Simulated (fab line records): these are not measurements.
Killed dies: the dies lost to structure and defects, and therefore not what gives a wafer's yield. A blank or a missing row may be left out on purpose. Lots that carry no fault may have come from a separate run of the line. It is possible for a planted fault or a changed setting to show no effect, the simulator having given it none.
fab line records + flow nand_harc
[record]
- lots = 6
- wafers = 18
- last_day = 34
route steps=1302 shown A_M1@1182 END@1302
lots that met no fault: from a run of the same line without faults
start_h: start of the lot's first displayed wafer, in hours after the record's first day + wait_h: time in hours since the lot's previous step + " as in the row above + L1.1+2: a row that stands for several wafers + - no value, or no start was given + * or withheld: withheld + < > ~ a bound
route shown NAME@n: names a module that has steps shown in the file, with the first one's number in the route + usual: average and standard deviation across the fault-free wafers + same: alike in all rows + chamber/n: place in a boat + sites: per-site readings + _std_site: how widely they spread, as a standard deviation + _edge_site: mean of outer sites minus mean of inner sites + radius_mm: how far each site lies from the wafer's centre + mask NAME#n: copy n + behind: the tool/chamber that last shaped the wafer + hold: cause of the lot's hold/its duration in hours/its outcome + device: transistor that didn't switch, given as n, p or np + end of line: tests run on the same wafers once the route is complete + step lacking rows: just its recipe + killed: at the first sort, the dies lost to defects and structure; wafer yield is something else + map: per-die view of a wafer (x killed, . not killed, _ where there is no die)
set.NAME: the setting that was run; set.NAME@STEP: the one run at that earlier step + model.NAME: the simulator's own value behind a step, which no gauge read
lots seen at some steps along the route; tables by step, rows by wafer
services: when a tool's chamber went out of use (start_h, in hours from the record's first day, below 0 if earlier), for how many hours, and the reason
[[steps]]
[step NHARC_A_M1_DESCUM_14]
[recipe]
- time_s = 3
- o2_flow_sccm = 200
- ar_flow_sccm = 0
- bias_power_w = 0
- chemistry = O2
[usual]
- drypump_motor_current_A = 5.6/0.31
- oes_product_au = 0.999/0.0095
- rf_vpp_V = 57.6/0.94
- showerhead_plenum_p_Torr = 1.88/0.083
- throttle_valve_pct = 11.310/0.0096
[same]
- bias_power_w = 0
| lot.wafer | tool        | chamber | start_h | wait_h | drypump_motor_current_A | oes_product_au | rf_hours_counter_h | rf_vpp_V | showerhead_plenum_p_Torr | throttle_valve_pct |
|-----------|-------------|---------|---------|--------|-------------------------|----------------|--------------------|----------|--------------------------|--------------------|
| L827.1    | rie_diel-08 | 2       | 540.00  | 0.1    | 5.6                     | 0.998          | 11.3               | 57.9     | 1.82                     | 11.308             |
| L827.2    | "           | 3       | "       | "      | 5.8                     | 0.996          | 10.9               | 57.2     | 1.97                     | 11.313             |
| L827.3    | "           | 0       | "       | "      | 5.4                     | 1.013          | 12.4               | 57.2     | 1.80                     | 11.313             |
| L829.3    | rie_diel-04 | 0       | 547.49  | 0.1    | 5.3                     | 1.013          | 0.0                | 58.5     | 1.83                     | 11.309             |
| L829.2    | "           | 2       | "       | "      | 5.7                     | 1.008          | 0.1                | 57.3     | 2.02                     | 11.326             |
| L829.6    | "           | 0       | "       | "      | 5.3                     | 1.007          | -                  | 56.1     | 1.83                     | 11.311             |
| L843.3    | rie_diel-06 | 3       | 694.88  | 0.1    | 5.3                     | 1.003          | 2.7                | 57.6     | 1.78                     | 11.293             |
| L843.1    | "           | 1       | "       | "      | 6.3                     | 1.000          | 2.6                | 56.7     | 1.79                     | 11.293             |
| L843.6    | "           | 3       | "       | "      | 5.4                     | 1.007          | -                  | 59.1     | 1.78                     | 11.305             |
| L842.4    | rie_diel-04 | 1       | 695.70  | 0.1    | 5.9                     | 0.992          | 3.4                | 56.5     | 1.81                     | 11.314             |
| L842.3    | "           | 2       | "       | "      | 5.7                     | 1.002          | 4.0                | 57.0     | 2.02                     | 11.304             |
| L842.6    | "           | 3       | "       | "      | 5.2                     | 1.005          | -                  | 56.8     | 1.99                     | 11.302             |
| L844.4    | rie_diel-06 | 3       | 702.35  | 0.1    | 5.3                     | 1.007          | 3.0                | 56.6     | 1.78                     | 11.310             |
| L844.6    | "           | 2       | "       | "      | 5.7                     | 0.983          | -                  | 58.8     | 1.95                     | 11.315             |
| L844.5    | "           | 3       | "       | "      | 5.4                     | 1.001          | -                  | 55.8     | 1.78                     | 11.325             |
| L849.3    | rie_diel-08 | 1       | 772.03  | 0.1    | 6.0                     | 0.987          | 0.2                | 57.3     | 1.84                     | 11.303             |
| L849.2    | "           | 2       | "       | "      | 5.7                     | 1.012          | 0.2                | 58.7     | 1.82                     | 11.316             |
| L849.1    | "           | 0       | "       | "      | 5.4                     | 0.998          | 0.2                | 57.5     | 1.80                     | 11.311             |
[step NHARC_A_M1_ETCH_35]
[recipe]
- target_depth_a = 400
- overetch_a = 120
- time_s = 43.94
- ion_energy_ev = 200
- n2_flow_sccm = 150
- h2_flow_sccm = 150
- ar_flow_sccm = 0
- rf_w = 400
- bias_w = 150
- chemistry = N2/H2
[usual]
- drypump_motor_current_A = 5.6/0.3
- oes_product_au = 0.999/0.009
- rf_vpp_V = 429.5/2.7
- showerhead_plenum_p_Torr = 2.01/0.094
- throttle_valve_pct = 14.172/0.0087
| lot.wafer | tool        | chamber | start_h | wait_h | drypump_motor_current_A | oes_product_au | rf_hours_counter_h | rf_vpp_V | showerhead_plenum_p_Torr | throttle_valve_pct |
|-----------|-------------|---------|---------|--------|-------------------------|----------------|--------------------|----------|--------------------------|--------------------|
| L827.1    | rie_diel-08 | 1       | 540.08  | 0.1    | 6.1                     | 0.983          | 12.7               | 429.5    | 1.97                     | 14.182             |
| L827.3    | "           | 2       | "       | "      | 5.7                     | 0.995          | 11.4               | 425.8    | 1.93                     | 14.173             |
| L827.2    | "           | 0       | "       | "      | 5.4                     | 1.004          | 12.4               | 426.9    | 1.91                     | 14.180             |
| L829.3    | rie_diel-04 | 2       | 547.57  | 0.1    | 5.7                     | 1.001          | 0.1                | 434.4    | 2.16                     | 14.185             |
| L829.2    | "           | 0       | "       | "      | 5.3                     | 1.010          | 0.0                | 428.3    | 1.94                     | 14.173             |
| L829.6    | "           | 2       | "       | "      | 5.7                     | 1.005          | -                  | 432.5    | 2.15                     | 14.182             |
| L843.1    | rie_diel-06 | 2       | 694.97  | 0.1    | 5.7                     | 0.994          | 2.6                | 431.6    | 2.08                     | 14.168             |
| L843.3    | "           | 3       | "       | "      | 5.4                     | 1.003          | 2.7                | 427.5    | 1.89                     | 14.159             |
| L843.6    | "           | 2       | "       | "      | 5.7                     | 0.993          | -                  | 432.3    | 2.08                     | 14.146             |
| L842.4    | rie_diel-04 | 3       | 695.77  | 0.1    | 5.1                     | 0.987          | 4.3                | 431.6    | 2.13                     | 14.182             |
| L842.3    | "           | 2       | "       | "      | 5.7                     | 0.994          | 4.0                | 435.2    | 2.15                     | 14.165             |
| L842.6    | "           | 0       | "       | "      | 5.3                     | 1.004          | -                  | 427.2    | 1.94                     | 14.170             |
| L844.4    | rie_diel-06 | 0       | 702.43  | 0.1    | 5.7                     | 1.005          | 3.0                | 430.4    | 2.01                     | 14.183             |
| L844.6    | "           | 3       | "       | "      | 5.4                     | 1.001          | -                  | 428.1    | 1.89                     | 14.175             |
| L844.5    | "           | 0       | "       | "      | 5.7                     | 1.001          | -                  | 431.1    | 2.01                     | 14.166             |
| L849.1    | rie_diel-08 | 3       | 772.12  | 0.1    | 5.8                     | 0.983          | 0.2                | 433.1    | 2.10                     | 14.179             |
| L849.2    | "           | 0       | "       | "      | 5.4                     | 1.007          | 0.2                | 426.3    | 1.91                     | 14.177             |
| L849.3    | "           | 1       | "       | "      | 6.0                     | 0.985          | 0.2                | 429.4    | 1.96                     | 14.178             |
[step NHARC_A_M1_ETCH_15]
[recipe]
- target_depth_a = 1825
- time_s = 91.2
- c4f8_flow_sccm = withheld
- ar_flow_sccm = 400
- rf_w = 600
- bias_w = 300
- chemistry = C4F8/Ar
[step NHARC_A_M1_CD_MEAS_16]
[usual]
- cd_nm = 119.9/0.79
| lot.wafer | tool      | chamber | start_h | wait_h | cd_nm |
|-----------|-----------|---------|---------|--------|-------|
| L827.1    | cd_sem-03 | -       | 540.30  | -      | 121.1 |
| L827.2    | "         | -       | "       | "      | 120.8 |
| L827.3    | "         | -       | "       | "      | 120.3 |
| L829.2    | cd_sem-01 | -       | 547.79  | -      | 118.7 |
| L829.3    | "         | -       | "       | "      | 120.3 |
| L829.6    | "         | -       | "       | "      | 119.9 |
| L843.1    | cd_sem-02 | -       | 695.18  | -      | 120.0 |
| L843.3    | "         | -       | "       | "      | 119.2 |
| L843.6    | "         | -       | "       | "      | 119.0 |
| L842.3    | cd_sem-03 | -       | 696.00  | -      | 119.7 |
| L842.4    | "         | -       | "       | "      | 121.1 |
| L842.6    | "         | -       | "       | "      | 119.5 |
| L844.4    | cd_sem-01 | -       | 702.65  | -      | 119.9 |
| L844.5    | "         | -       | "       | "      | 118.2 |
| L844.6    | "         | -       | "       | "      | 119.7 |
| L849.1    | cd_sem-02 | -       | 772.33  | -      | 117.9 |
| L849.2    | "         | -       | "       | "      | 120.2 |
| L849.3    | "         | -       | "       | "      | 119.9 |
[step NHARC_A_M1_STRIP_18]
[recipe]
- power_w = 1000
- n2_flow_sccm = 150
- h2_flow_sccm = 150
- ar_flow_sccm = 0
- bias_w = 0
- chemistry = N2/H2
[step NHARC_A_M1_ETCH_28]
[recipe]
- target_depth_a = 300
- over_etch_frac = 0.3
- time_s = 72.99
- ion_energy_ev = 150
- cf4_flow_sccm = 50
- n2_flow_sccm = 100
- ar_flow_sccm = 150
- rf_w = 300
- bias_w = 100
- chemistry = CF4/N2
[step NHARC_A_M1_STRIP_19]
[recipe]
- time_s = 600
- temp_c = 30
- chemistry = post_etch_residue_remover
[step NHARC_A_M1_DEGAS_29]
[recipe]
- temp_c = 250
- time_s = 60
[step NHARC_A_M1_PRE_CLEAN_30]
[recipe]
- time_s = 30
- temp_c = 280
- gas = H2/He
[usual]
- heater_power_w = 400/34
| lot.wafer | tool           | chamber | start_h | wait_h | heater_power_w |
|-----------|----------------|---------|---------|--------|----------------|
| L827.2    | pvd_sputter-03 | -       | -       | -      | 426            |
| L827.1    | "              | -       | "       | "      | 382            |
| L827.3    | "              | -       | "       | "      | 357            |
| L829.2    | pvd_sputter-02 | -       | -       | -      | 401            |
| L829.3    | "              | -       | "       | "      | 358            |
| L829.6    | "              | -       | "       | "      | 369            |
| L843.1    | pvd_sputter-01 | -       | -       | -      | 414            |
| L843.3    | "              | -       | "       | "      | 461            |
| L843.6    | "              | -       | "       | "      | 393            |
| L842.4    | pvd_sputter-03 | -       | -       | -      | 377            |
| L842.3    | "              | -       | "       | "      | 427            |
| L842.6    | "              | -       | "       | "      | 365            |
| L844.4    | pvd_sputter-01 | -       | -       | -      | 351            |
| L844.5    | "              | -       | "       | "      | 352            |
| L844.6    | "              | -       | "       | "      | 405            |
| L849.2    | pvd_sputter-03 | -       | -       | -      | 439            |
| L849.3    | "              | -       | "       | "      | 377            |
| L849.1    | "              | -       | "       | "      | 352            |
[step NHARC_A_M1_PVD_20]
[recipe]
- target_thk_a = 50
- bias_v = 168.6
- power_w = 15000
- chamber_pressure_pa = 0.12
- time_s = 8.06
- substrate_temp_c = 50
- material = TaN
[usual]
- throttle_valve_pct = 29.8/1.2
| lot.wafer | tool           | chamber | start_h | wait_h | throttle_valve_pct |
|-----------|----------------|---------|---------|--------|--------------------|
| L827.2    | pvd_sputter-03 | -       | -       | -      | 29.2               |
| L827.1    | "              | -       | "       | "      | 29.8               |
| L827.3    | "              | -       | "       | "      | 28.9               |
| L829.2    | pvd_sputter-02 | -       | -       | -      | 28.8               |
| L829.3    | "              | -       | "       | "      | 29.0               |
| L829.6    | "              | -       | "       | "      | 28.2               |
| L843.1    | pvd_sputter-01 | -       | -       | -      | 31.4               |
| L843.3    | "              | -       | "       | "      | 29.0               |
| L843.6    | "              | -       | "       | "      | 30.0               |
| L842.4    | pvd_sputter-03 | -       | -       | -      | 28.6               |
| L842.3    | "              | -       | "       | "      | 30.6               |
| L842.6    | "              | -       | "       | "      | 28.6               |
| L844.4    | pvd_sputter-01 | -       | -       | -      | 29.5               |
| L844.6    | "              | -       | "       | "      | 31.3               |
| L844.5    | "              | -       | "       | "      | 29.3               |
| L849.1    | pvd_sputter-03 | -       | -       | -      | 29.3               |
| L849.3    | "              | -       | "       | "      | 30.6               |
| L849.2    | "              | -       | "       | "      | 29.3               |
[step NHARC_A_M1_PVD_21]
[recipe]
- target_thk_a = 300
- chamber_pressure_pa = 5
- power_w = 5000
- substrate_temp_c = 30
- time_s = 20.49
- material = Cu
[step NHARC_A_M1_ECD_22]
[recipe]
- target_thk_a = 4000
- bath_temp_c = 25
- material = Cu
[step NHARC_A_M1_ANNEAL_31]
[recipe]
- temp_c = 225
- time_s = 90
[usual]
- anneal_temp_c = 225.01/0.17
- anneal_temp_c_max = 226.1/0.34
- wafer_temp_C_max = 226.4/0.39
| lot.wafer | tool          | chamber | start_h | wait_h | anneal_temp_c | anneal_temp_c_max | wafer_temp_C_max |
|-----------|---------------|---------|---------|--------|---------------|-------------------|------------------|
| L827.1    | rtp_anneal-01 | 0       | 541.75  | 0.3    | 225.08        | 226.3             | 226.9            |
| L827.2    | "             | 0       | "       | "      | 224.94        | 226.3             | 227.0            |
| L827.3    | "             | 0       | "       | "      | 225.12        | 226.4             | 226.8            |
| L829.2    | rtp_anneal-02 | 0       | 549.29  | -      | 224.85        | 225.7             | 226.8            |
| L829.3    | "             | 0       | "       | "      | 225.08        | 225.9             | 225.9            |
| L829.6    | "             | 0       | "       | "      | 225.06        | 225.8             | 226.1            |
| L843.1    | rtp_anneal-02 | -       | 696.64  | -      | -             | -                 | -                |
| L843.3    | "             | -       | "       | "      | -             | -                 | -                |
| L843.6    | "             | -       | "       | "      | -             | -                 | -                |
| L842.3    | rtp_anneal-02 | -       | 697.54  | -      | -             | -                 | -                |
| L842.4    | "             | -       | "       | "      | -             | -                 | -                |
| L842.6    | "             | -       | "       | "      | -             | -                 | -                |
| L844.4    | rtp_anneal-01 | 0       | 704.26  | 0.4    | 225.11        | 226.2             | 227.1            |
| L844.5    | "             | 0       | "       | "      | 225.16        | 226.1             | 226.9            |
| L844.6    | "             | 0       | "       | "      | 225.29        | 226.7             | 226.8            |
| L849.1    | rtp_anneal-01 | 0       | 773.84  | -      | 224.96        | 226.1             | 226.6            |
| L849.2    | "             | 0       | "       | "      | 225.08        | 226.1             | 226.6            |
| L849.3    | "             | 0       | "       | "      | 224.96        | 226.0             | 227.2            |
[step NHARC_A_M1_CMP_23]
[recipe]
- t_overpolish_s = 20
- target_thk_nm = 154.34
[usual]
- motor_current_A = 11.3/1.2
- pad_life_wafers = 173/120
- time_to_endpoint_s = 28.1/2.5
| lot.wafer | tool   | chamber | start_h | wait_h | motor_current_A | pad_life_wafers | time_to_endpoint_s |
|-----------|--------|---------|---------|--------|-----------------|-----------------|--------------------|
| L827.3    | cmp-04 | 0       | 542.12  | -      | 9.6             | 168             | 30.0               |
| L827.1    | "      | 2       | "       | "      | 10.1            | 170             | 25.4               |
| L827.2    | "      | 3       | "       | "      | 11.8            | 171             | 26.8               |
| L829.3    | cmp-02 | 0       | 549.61  | -      | 13.4            | 163             | 30.4               |
| L829.2    | "      | 2       | "       | "      | 12.1            | 165             | 24.9               |
| L829.6    | "      | 0       | "       | "      | 13.7            | -               | 29.1               |
| L843.1    | cmp-04 | 1       | 696.99  | -      | 11.7            | 306             | 27.5               |
| L843.3    | "      | 0       | "       | "      | 9.9             | 309             | 29.2               |
| L843.6    | "      | 1       | "       | "      | 10.9            | -               | 26.9               |
| L842.3    | cmp-01 | 3       | 697.81  | -      | 12.8            | 61              | 27.4               |
| L842.4    | "      | 0       | "       | "      | 11.1            | 62              | 27.6               |
| L842.6    | "      | 3       | "       | "      | 12.2            | -               | 27.8               |
| L844.4    | cmp-02 | 3       | 704.53  | -      | 13.1            | 261             | 33.2               |
| L844.6    | "      | 0       | "       | "      | 13.1            | -               | 33.7               |
| L844.5    | "      | 1       | "       | "      | 10.6            | -               | 30.3               |
| L849.1    | cmp-04 | 1       | 774.19  | -      | 11.4            | 240             | 25.1               |
| L849.2    | "      | 2       | "       | "      | 9.9             | 241             | 25.3               |
| L849.3    | "      | 3       | "       | "      | 12.2            | 242             | 28.4               |
[step NHARC_END_SORT_01]
[recipe]
- temp_c = 25
[usual]
- defect_limited_yield = 91.2/2.8
- killed_at_array = 56/19
- killed_at_other = 0.8/1.1
- killed_at_periphery = 3.4/2.5
- killed_dies = 60/19
- killed_open = 2.9/1.7
- killed_short = 2.4/1.6
[same]
- gross_dies = 677
| lot.wafer | tool      | chamber | start_h | wait_h | defect_limited_yield[%] | killed_at_array | killed_at_other | killed_at_periphery | killed_dies | killed_open | killed_short |
|-----------|-----------|---------|---------|--------|-------------------------|-----------------|-----------------|---------------------|-------------|-------------|--------------|
| L827.1    | prober-01 | 0       | 574.90  | 2.5    | 90.3                    | 62              | 0               | 4                   | 66          | 3           | 1            |
| L827.2    | prober-01 | 0       | 575.69  | 2.8    | 89.7                    | 65              | 0               | 5                   | 70          | 0           | 2            |
| L827.3    | prober-01 | 0       | 576.49  | 3.1    | 90.7                    | 59              | 0               | 4                   | 63          | 2           | 2            |
| L842.3    | prober-01 | 0       | 731.22  | 3.1    | 87.7                    | 80              | 3               | 0                   | 83          | 3           | 1            |
| L842.4    | prober-01 | 0       | 732.02  | 3.4    | 87.4                    | 81              | 2               | 2                   | 85          | 6           | 4            |
| L842.6    | prober-01 | 0       | 733.62  | 4.0    | 88.6                    | 72              | 2               | 3                   | 77          | 7           | 3            |
// killed by level:class
L827.1 A_SLIT:chamber_film_flake=24 A_CHANNEL_HOLE_D2:chamber_film_flake=23 P_M1:chamber_film_flake=4 A_WL_FILL:chamber_film_flake=3 A_BONDPAD:chamber_film_flake=3 A_STAIRCASE:chamber_film_flake=2 A_ONON_D1:geometric_particle:open=1 A_ONON_D2:geometric_particle:open=1
L827.2 A_CHANNEL_HOLE_D2:chamber_film_flake=30 A_SLIT:chamber_film_flake=20 A_CONTACT:chamber_film_flake=5 P_M1:chamber_film_flake=3 A_WL_FILL:chamber_film_flake=3 A_BONDPAD:chamber_film_flake=3 A_CHANNEL_HOLE_D1:chamber_film_flake=2 P_STI:geometric_particle:short=1
L827.3 A_CHANNEL_HOLE_D2:chamber_film_flake=23 A_SLIT:chamber_film_flake=23 A_CONTACT:chamber_film_flake=4 P_M1:chamber_film_flake=2 P_M1:geometric_particle:open=1 A_CHANNEL_FILL_D1:geometric_particle:short=1 A_DECK1_JOINT:geometric_particle:short=1 A_M0:geometric_particle:open=1
L842.3 A_M1:area_anneal=22 A_CHANNEL_HOLE_D2:chamber_film_flake=19 A_CHANNEL_HOLE_D1:chamber_film_flake=13 A_STAIRCASE:chamber_film_flake=6 A_SLIT:chamber_film_flake=6 A_CONTACT:chamber_film_flake=4 A_WL_FILL:chamber_film_flake=3 THIN_TSV:chamber_film_flake=3
L842.4 A_M1:area_anneal=27 A_CHANNEL_HOLE_D2:chamber_film_flake=22 A_CHANNEL_HOLE_D1:chamber_film_flake=9 A_CONTACT:chamber_film_flake=7 A_SLIT:chamber_film_flake=3 A_WL_FILL:geometric_particle:short=2 A_WL_FILL:chamber_film_flake=2 THIN_TSV:chamber_film_flake=2
L842.6 A_CHANNEL_HOLE_D2:chamber_film_flake=22 A_M1:area_anneal=22 A_CHANNEL_HOLE_D1:chamber_film_flake=8 A_CONTACT:chamber_film_flake=5 A_STAIRCASE:chamber_film_flake=4 A_SLIT:chamber_film_flake=2 A_WL_FILL:chamber_film_flake=2 P_GATE:geometric_particle:open=1
[[services]]
| tool           | chamber | start_h | hours | kind   |
|----------------|---------|---------|-------|--------|
| pvd_sputter-03 | -       | 526.11  | 10.0  | pm     |
| rie_diel-04    | -       | 536.03  | 9.0   | pm     |
| cmp-04         | -       | 537.54  | 0.3   | repair |
| rie_diel-08    | -       | 544.80  | 9.0   | pm     |
| rie_diel-08    | 0       | 570.18  | 3.8   | repair |
| pvd_sputter-01 | -       | 582.02  | 10.0  | pm     |
| rie_diel-04    | 3       | 584.36  | 5.2   | repair |
| pvd_sputter-03 | -       | 602.86  | 2.8   | repair |
| cmp-04         | -       | 604.37  | 4.0   | pm     |
| cmp-04         | -       | 616.85  | 0.9   | repair |
| rie_diel-06    | 3       | 627.40  | 37.9  | repair |
| rie_diel-08    | 0       | 635.81  | 1.2   | repair |
| pvd_sputter-03 | -       | 638.27  | 7.2   | repair |
| rie_diel-06    | -       | 661.20  | 9.0   | pm     |
| rie_diel-04    | 2       | 666.35  | 6.9   | repair |
| rie_diel-04    | 1       | 669.01  | 21.1  | repair |
| pvd_sputter-03 | -       | 682.83  | 1.3   | repair |
| rie_diel-08    | -       | 702.07  | 56.0  | repair |
| pvd_sputter-03 | -       | 704.11  | 10.0  | pm     |
| rie_diel-04    | -       | 713.11  | 9.0   | pm     |
| pvd_sputter-01 | -       | 726.41  | 2.5   | repair |
| rie_diel-04    | -       | 753.93  | 1.7   | repair |
| pvd_sputter-01 | -       | 760.02  | 10.0  | pm     |
| rie_diel-06    | -       | 763.28  | 2.0   | repair |
[[key]]
[first_sign]
- step = NHARC_A_M1_ANNEAL_31
- reading = tool_record
- direction = missing
effect none on later readings
met_at NHARC_A_M1_ANNEAL_31
struck_wafers L842.3,L842.4,L842.6,L843.1,L843.3,L843.6
sort_left_out L843.1,L843.3,L843.6
onset_between 549.29 696.64
[fault]
- kind = skipped_step_whole
- tool = rtp_anneal-02
- chamber = -
- onset_h = 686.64
- steps = NHARC_A_M1_ANNEAL_31
- scope = struck_lots_only
// sort_left_out: the simulated sort isn't trusted on such a fault, so these wafers' sort isn't shown, and their yield isn't known
